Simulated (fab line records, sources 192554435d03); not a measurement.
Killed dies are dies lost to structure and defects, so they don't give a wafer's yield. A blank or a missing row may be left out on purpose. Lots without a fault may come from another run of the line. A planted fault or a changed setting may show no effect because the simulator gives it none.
Chamber matching | flow n5_finfet | N5_BEOL_M6_DEP_56 on pecvd-02: 3 sister chambers
The step deposits SiCN from 3MS/NH3, target thk 10 nm, time 17.5 s. 3 wafers are shown with their chamber, then 7 later ones without.

WAFERS WITH THEIR CHAMBER
wafer  | chamber | showerhead_plenum_p_Torr (Torr)
L083.4 | 2       | 3.649
L086.1 | 0       | 3.678
L086.4 | 1       | 3.671

WAFERS WITHOUT THEIR CHAMBER
wafer  | showerhead_plenum_p_Torr (Torr)
L086.6 | 3.647
L096.1 | 3.644
L096.2 | 3.679
L096.3 | 3.666
L096.4 | 3.657
L096.5 | 3.670
L096.6 | 3.642

WHICH CHAMBER EACH WENT THROUGH
wafer  | from the rows above     | in truth
L086.6 | 2                       | 2
L096.1 | 2                       | 2
L096.2 | can't be placed: 0 or 1 | 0
L096.3 | can't be placed: 1 or 0 | 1
L096.4 | can't be placed: 2 or 1 | 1
L096.5 | can't be placed: 1 or 0 | 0
L096.6 | 2                       | 2
Placed correctly: 3 of 7. Can't be placed from these rows: 4 (the true chamber is among the candidates in 4). Placed wrongly: 0.
How it was worked out, from the rows above alone: a wafer's distance from a chamber is the root of the sum, over the readings, of the square of ((its reading less the chamber's mean) divided by the reading's scatter). The wafer belongs to the nearest chamber; if the next one is less than 2 further off, it can't be placed. A chamber's mean is the mean of its shown wafers. The scatter: with one shown wafer a chamber, the root of the mean of the squares of how far each hidden wafer lies from its nearest shown one.
